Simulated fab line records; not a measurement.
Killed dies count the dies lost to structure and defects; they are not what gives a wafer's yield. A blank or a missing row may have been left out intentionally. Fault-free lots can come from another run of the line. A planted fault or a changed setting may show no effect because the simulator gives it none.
Chamber matching ; flow nand_harc ; cmp-04 running NHARC_A_DECK1_JOINT_CMP_02: 4 sister chambers
The step polishes SiOx. 8 wafers are shown with their chamber, then 11 later ones without.

WAFERS WITH THEIR CHAMBER
wafer;chamber;motor_current_A (A)
L076.5;1;12.1
L083.6;1;11.8
L086.3;3;13.3
L086.6;0;11.3
L089.2;0;11.5
L089.3;2;11.5
L089.5;3;12.5
L091.2;2;11.5

WAFERS WHOSE CHAMBER IS MISSING
wafer;motor_current_A (A)
L091.3;11.8
L091.5;11.3
L092.4;13.0
L092.5;13.9
L092.6;11.2
L093.4;12.8
L093.5;11.4
L093.6;10.7
L096.2;12.9
L096.5;11.4
L096.6;10.9

WHICH CHAMBER EACH WENT THROUGH
wafer;from the rows above;in truth
L091.3;can't be placed: 1 or 2 or 0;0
L091.5;can't be placed: 0 or 2 or 1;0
L092.4;3;3
L092.5;3;3
L092.6;can't be placed: 0 or 2 or 1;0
L093.4;3;3
L093.5;can't be placed: 0 or 2 or 1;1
L093.6;can't be placed: 0 or 2 or 1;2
L096.2;3;3
L096.5;can't be placed: 0 or 2 or 1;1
L096.6;can't be placed: 0 or 2 or 1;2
4 of 11 placed correctly. These rows do not allow placing 7 (true chamber among the candidates in 7). Placed wrongly: 0.
How it was worked out, from the rows above alone: a wafer's distance from a chamber is the root of the sum, over the readings, of the square of ((its reading less the chamber's mean) divided by the reading's scatter). If the next closest chamber is less than 2 further off than the closest, the wafer can't be placed; otherwise it belongs to the closest. For every chamber, the mean is computed from those of its wafers that are shown. The scatter is the square root of a quotient: the sum, over the shown wafers, of each reading's squared deviation from its chamber's mean, divided by wafers minus chambers.
